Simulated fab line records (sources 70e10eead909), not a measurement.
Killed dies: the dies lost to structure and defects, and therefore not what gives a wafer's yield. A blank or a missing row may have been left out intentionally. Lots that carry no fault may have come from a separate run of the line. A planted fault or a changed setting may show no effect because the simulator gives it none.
Which of the tools did it? | flow nandHarc | Sampling: 12 lots, 36 wafers, 5 of 1159 route steps

WHAT THE GAUGES READ, wafer by wafer
NHARC_END_WLT_00. Usual: VT_DECK1_BOTTOM 0.871, standard deviation 0.0073; VT_DECK1_BOTTOM_INNER 0.871, standard deviation 0.0074; VT_DECK1_MEDIAN_NEAR_BOTTOM 0.872, standard deviation 0.0073; VT_DECK1_MEDIAN_NEAR_BOTTOM_INNER 0.871, standard deviation 0.0072; VT_DECK1_MIDDLE 0.884, standard deviation 0.0074; VT_DECK1_MIDDLE_INNER 0.884, standard deviation 0.0067; VT_DECK1_TOP 0.896, standard deviation 0.0071; VT_DECK1_TOP_INNER 0.896, standard deviation 0.0076.
lot  | measured     | on        | VT_DECK1_BOTTOM   | VT_DECK1_BOTTOM_INNER | VT_DECK1_MEDIAN_NEAR_BOTTOM | VT_DECK1_MEDIAN_NEAR_BOTTOM_INNER | VT_DECK1_MIDDLE   | VT_DECK1_MIDDLE_INNER | VT_DECK1_TOP      | VT_DECK1_TOP_INNER | flag
L148 | day 19 21:44 | prober-01 | 0.871 0.871 0.879 | 0.876 0.868 0.867     | 0.868 0.867 0.879           | 0.870 0.867 0.876                 | 0.896 0.881 0.888 | 0.886 0.877 0.882     | 0.895 0.897 0.893 | 0.895 0.894 0.897  | 
L149 | day 20 05:56 | prober-01 | 0.879 0.887 0.868 | 0.879 0.872 0.872     | 0.881 0.864 0.871           | 0.880 0.870 0.875                 | 0.887 0.888 0.890 | 0.891 0.884 0.887     | 0.899 0.896 0.892 | 0.910 0.903 0.900  | 
L150 | day 20 08:17 | prober-02 | 0.868 0.868 0.874 | 0.865 0.867 0.865     | 0.869 0.866 0.863           | 0.859 0.876 0.867                 | 0.884 0.882 0.877 | 0.882 0.886 0.878     | 0.901 0.898 0.899 | 0.890 0.889 0.891  | 
L152 | day 20 13:39 | prober-01 | 0.883 0.864 0.882 | 0.886 0.883 0.887     | 0.883 0.878 0.878           | 0.893 0.875 0.882                 | 0.899 0.890 0.890 | 0.900 0.897 0.903     | 0.902 0.902 0.906 | 0.907 0.914 0.904  | 
L153 | day 20 18:21 | prober-02 | 0.870 0.885 0.879 | 0.883 0.888 0.883     | 0.874 0.881 0.879           | 0.879 0.887 0.876                 | 0.899 0.889 0.899 | 0.901 0.887 0.892     | 0.906 0.902 0.905 | 0.908 0.911 0.913  | 
L156 | day 21 06:06 | prober-01 | 0.865 0.862 0.875 | 0.864 0.874 0.864     | 0.861 0.865 0.873           | 0.870 0.869 0.880                 | 0.871 0.873 0.882 | 0.876 0.886 0.879     | 0.887 0.887 0.873 | 0.885 0.892 0.898  | 
L154 | day 21 13:28 | prober-02 | 0.869 0.876 0.862 | 0.867 0.870 0.859     | 0.866 0.873 0.861           | 0.862 0.872 0.861                 | 0.881 0.880 0.875 | 0.871 0.877 0.877     | 0.895 0.885 0.883 | 0.887 0.894 0.886  | 
L155 | day 21 15:45 | prober-01 | 0.886 0.875 0.886 | 0.874 0.863 0.880     | 0.875 0.881 0.879           | 0.871 0.874 0.890                 | 0.894 0.892 0.892 | 0.891 0.884 0.899     | 0.910 0.901 0.904 | 0.903 0.906 0.917  | 
L160 | day 23 03:35 | prober-01 | 0.878 0.867       | 0.868 0.869           | 0.872 0.879                 | 0.872 0.875                       | 0.877 0.880       | 0.881 0.893           | 0.891 0.899       | 0.896 0.890        | 
L162 | day 23 12:52 | prober-01 | 0.852 0.872 0.864 | 0.863 0.870 0.865     | 0.854 0.876 0.859           | 0.856 0.875 0.861                 | 0.873 0.880 0.877 | 0.882 0.879 0.882     | 0.888 0.886 0.891 | 0.892 0.893 0.882  | 
L166 | day 24 04:34 | prober-01 | 0.861 0.867       | 0.860 0.865           | 0.865 0.867                 | 0.868 0.874                       | 0.873 0.874       | 0.877 0.873           | 0.886 0.878       | 0.889 0.896        | 
L167 | day 25 09:19 | prober-02 | 0.875 0.863 0.871 | 0.880 0.867 0.880     | 0.881 0.867 0.881           | 0.875 0.866 0.879                 | 0.891 0.879 0.886 | 0.888 0.882 0.886     | 0.886 0.894 0.897 | 0.891 0.898 0.898  | 

NHARC_END_SORT_01. Usual: killedAtArray 27, standard deviation 12; killedAtOther 0.8, standard deviation 1; killedAtPeriphery 4.0, standard deviation 2.5; killedDies 32, standard deviation 11; killedOpen 3.3, standard deviation 1.8; killedShort 2.0, standard deviation 1.5.
lot  | measured     | on        | killedAtArray | killedAtOther | killedAtPeriphery | killedDies | killedOpen | killedShort | flag
L148 | day 20 00:45 | prober-01 | 30 32 30      | 0 0 0         | 5 6 6             | 35 38 36   | 3 4 5      | 2 3 2       | 
L149 | day 20 09:12 | prober-01 | 15 14 17      | 1 0 0         | 4 3 3             | 20 17 20   | 7 4 5      | 3 2 3       | 
L150 | day 20 11:19 | prober-02 | 38 44 34      | 0 1 0         | 6 4 3             | 44 49 37   | 3 5 3      | 5 4 1       | 
L152 | day 20 16:56 | prober-01 | 40 26 26      | 2 1 2         | 3 0 5             | 45 27 33   | 3 1 2      | 3 0 4       | 
L153 | day 20 21:56 | prober-02 | 21 19 21      | 3 2 0         | 4 7 10            | 28 28 31   | 5 2 2      | 1 0 2       | 
L156 | day 21 09:26 | prober-01 | 23 24 28      | 0 0 0         | 1 8 7             | 24 32 35   | 1 4 9      | 2 1 3       | 
L154 | day 21 16:27 | prober-02 | 26 29 23      | 1 0 2         | 2 2 2             | 29 31 27   | 5 5 5      | 2 2 2       | 
L155 | day 21 19:40 | prober-01 | 24 28 29      | 0 0 0         | 8 8 6             | 32 36 35   | 5 2 5      | 2 1 3       | 
L160 | day 23 06:41 | prober-01 | 672 21 17     | 3 1 1         | 2 3 2             | 677 25 20  | 5 3 2      | 1 4 1       | OFF
L162 | day 23 15:55 | prober-01 | 38 51 49      | 1 0 0         | 3 2 2             | 42 53 51   | 6 5 3      | 1 0 1       | 
L166 | day 24 07:35 | prober-01 | 34 673 39     | 0 3 1         | 0 1 4             | 34 677 44  | 1 3 5      | 1 1 2       | OFF
L167 | day 25 12:17 | prober-02 | 21 21 14      | 1 2 2         | 7 6 7             | 29 29 23   | 4 1 3      | 3 3 0       | 

EACH LOT AND THE TOOL THAT RAN IT (in order: tool; ch and the chambers of the sampled wafers; start)
lot  | NHARC_A_BLC_PVD_32          | NHARC_THIN_TSV_ETCH_44            | NHARC_THIN_TSV_ANNEAL_52
L148 | pvdSputter-03, day 17 19:02 | rieDiel-13 ch 1,3, day 19 00:54   | rtpAnneal-02 ch 0, day 19 04:34
L149 | pvdSputter-03, day 18 05:03 | rieDiel-11 ch 1,2,3, day 19 13:21 | rtpAnneal-02 ch 0, day 19 17:05
L150 | pvdSputter-01, day 18 13:13 | rieDiel-11 ch 0,1,3, day 19 17:52 | rtpAnneal-01 ch 0, day 19 21:33
L152 | pvdSputter-02, day 18 21:48 | rieDiel-12 ch 1,2,3, day 20 01:20 | rtpAnneal-01 ch 0, day 20 05:08
L153 | pvdSputter-01, day 19 02:02 | rieDiel-11 ch 0,1,3, day 20 05:45 | rtpAnneal-01 ch 0, day 20 09:26
L156 | pvdSputter-02, day 19 10:06 | rieDiel-12 ch 1,2,3, day 20 17:55 | rtpAnneal-01 ch 0, day 20 21:47
L154 | pvdSputter-02, day 19 15:44 | rieDiel-11 ch 1,2,3, day 20 19:22 | rtpAnneal-02 ch 0, day 20 22:59
L155 | pvdSputter-01, day 19 21:21 | rieDiel-12 ch 0,1, day 21 02:44   | rtpAnneal-01 ch 0, day 21 06:32
L160 | pvdSputter-02, day 20 18:16 | rieDiel-11 ch 2,3, day 22 14:05   | rtpAnneal-02 ch 0, day 22 18:04
L162 | pvdSputter-03, day 21 14:13 | rieDiel-13 ch 0,2,3, day 22 22:07 | rtpAnneal-01 ch 0, day 23 02:01
L166 | pvdSputter-02, day 22 10:39 | rieDiel-12 ch 0,1, day 23 15:18   | rtpAnneal-02 ch 0, day 23 19:47
L167 | pvdSputter-01, day 23 14:37 | rieDiel-11 ch 0,2,3, day 24 18:38 | rtpAnneal-01 ch 0, day 24 22:20
- NHARC_A_BLC_PVD_32: deposits Ti, target thk 5 nm, time 17.7 s.
- NHARC_THIN_TSV_ETCH_44: etches the open film in CF4/O2, target depth 1594.2 nm, time 797.1 s.
- NHARC_THIN_TSV_ANNEAL_52: time 90 s.

WHAT THE TOOLS THEMSELVES READ (means of the sampled wafers that have a number; where no wafer has one, the mark that the record gives instead)
NHARC_A_BLC_PVD_32. Usual: throttleValvePct 30.5 %, standard deviation 1.1.
lot  | tool          | throttleValvePct (%) | flag
L148 | pvdSputter-03 | 30.4                 | 
L149 | pvdSputter-03 | 30.5                 | 
L150 | pvdSputter-01 | 31.0                 | 
L152 | pvdSputter-02 | 30.7                 | 
L153 | pvdSputter-01 | 30.8                 | 
L156 | pvdSputter-02 | 29.6                 | 
L154 | pvdSputter-02 | 30.7                 | 
L155 | pvdSputter-01 | 30.9                 | 
L160 | pvdSputter-02 | 29.1                 | 
L162 | pvdSputter-03 | 30.9                 | 
L166 | pvdSputter-02 | 29.6                 | 
L167 | pvdSputter-01 | 30.5                 | 

NHARC_THIN_TSV_ETCH_44. Usual: drypumpMotorCurrentA 5.6 A, standard deviation 0.41; o2FlowSccm 10.00 sccm, standard deviation 0.031; oesProductAu 0.998 a.u., standard deviation 0.0092; rfVppV 793 V, standard deviation 4.8; showerheadPlenumPTorr 1.81 Torr, standard deviation 0.076; throttleValvePct 16.914 %, standard deviation 0.0088.
lot  | tool       | drypumpMotorCurrentA (A) | o2FlowSccm (sccm) | oesProductAu (a.u.) | rfVppV (V) | showerheadPlenumPTorr (Torr) | throttleValvePct (%) | flag
L148 | rieDiel-13 | 5.7                      | 10.00             | 1.000               | 794        | 1.83                         | 16.916               | 
L149 | rieDiel-11 | 5.6                      | 10.01             | 1.001               | 795        | 1.85                         | 16.912               | 
L150 | rieDiel-11 | 5.1                      | 9.99              | 1.009               | 795        | 1.85                         | 16.917               | 
L152 | rieDiel-12 | 5.7                      | 9.98              | 0.991               | 791        | 1.77                         | 16.904               | 
L153 | rieDiel-11 | 5.1                      | 10.01             | 1.006               | 795        | 1.85                         | 16.915               | 
L156 | rieDiel-12 | 5.7                      | 10.00             | 0.997               | 789        | 1.77                         | 16.914               | 
L154 | rieDiel-11 | 5.6                      | 10.00             | 0.992               | 796        | 1.85                         | 16.919               | 
L155 | rieDiel-12 | 5.7                      | 9.96              | 0.990               | 787        | 1.73                         | 16.915               | 
L160 | rieDiel-11 | 5.9                      | 10.00             | 1.000               | 792        | 1.79                         | 16.918               | 
L162 | rieDiel-13 | 5.9                      | 10.00             | 0.999               | 799        | 1.90                         | 16.911               | 
L166 | rieDiel-12 | 5.7                      | 10.04             | 0.989               | 790        | 1.73                         | 16.915               | 
L167 | rieDiel-11 | 5.5                      | 9.98              | 1.006               | 790        | 1.78                         | 16.927               | 

NHARC_THIN_TSV_ANNEAL_52. Usual: wafer_temp_C_max 226.03, standard deviation 0.28.
lot  | tool         | wafer_temp_C_max | flag
L148 | rtpAnneal-02 | 226.18           | 
L149 | rtpAnneal-02 | 226.01           | 
L150 | rtpAnneal-01 | 226.09           | 
L152 | rtpAnneal-01 | 226.26           | 
L153 | rtpAnneal-01 | 226.22           | 
L156 | rtpAnneal-01 | 226.03           | 
L154 | rtpAnneal-02 | 226.18           | 
L155 | rtpAnneal-01 | 226.29           | 
L160 | rtpAnneal-02 | 225.99           | 
L162 | rtpAnneal-01 | 226.02           | 
L166 | rtpAnneal-02 | 225.56           | 
L167 | rtpAnneal-01 | 226.28           | 

THE ANSWER, worked out from the rows above alone
Rule: a lot counts as off when the mean over its wafers that have a number is more than 3 standard deviations away from the usual mean. A lot without any number at a reading at which 4 lots or more have one is off too. All remaining lots with rows at the step are treated as sound. Order of review: gauges by route order, followed by the tools' own readings, for which a lot's mean as printed above is used. The first step at which some lot is off is used, and at that step the reading that is off furthest; a lot without a number counts as furthest.
Off: L160, L166, at NHARC_END_SORT_01 (killedDies).
If a tool, at a process step before that reading, ran all the lots that are off and no sound lot after the first of them, it fits. Gauges at NHARC_END_SORT_01: tried the same way as those tools. 2 tools fit, pvdSputter-02 at NHARC_A_BLC_PVD_32 and rtpAnneal-02 at NHARC_THIN_TSV_ANNEAL_52, so this cannot tell which one it is.

WHAT WAS PUT IN BY THE SIMULATOR
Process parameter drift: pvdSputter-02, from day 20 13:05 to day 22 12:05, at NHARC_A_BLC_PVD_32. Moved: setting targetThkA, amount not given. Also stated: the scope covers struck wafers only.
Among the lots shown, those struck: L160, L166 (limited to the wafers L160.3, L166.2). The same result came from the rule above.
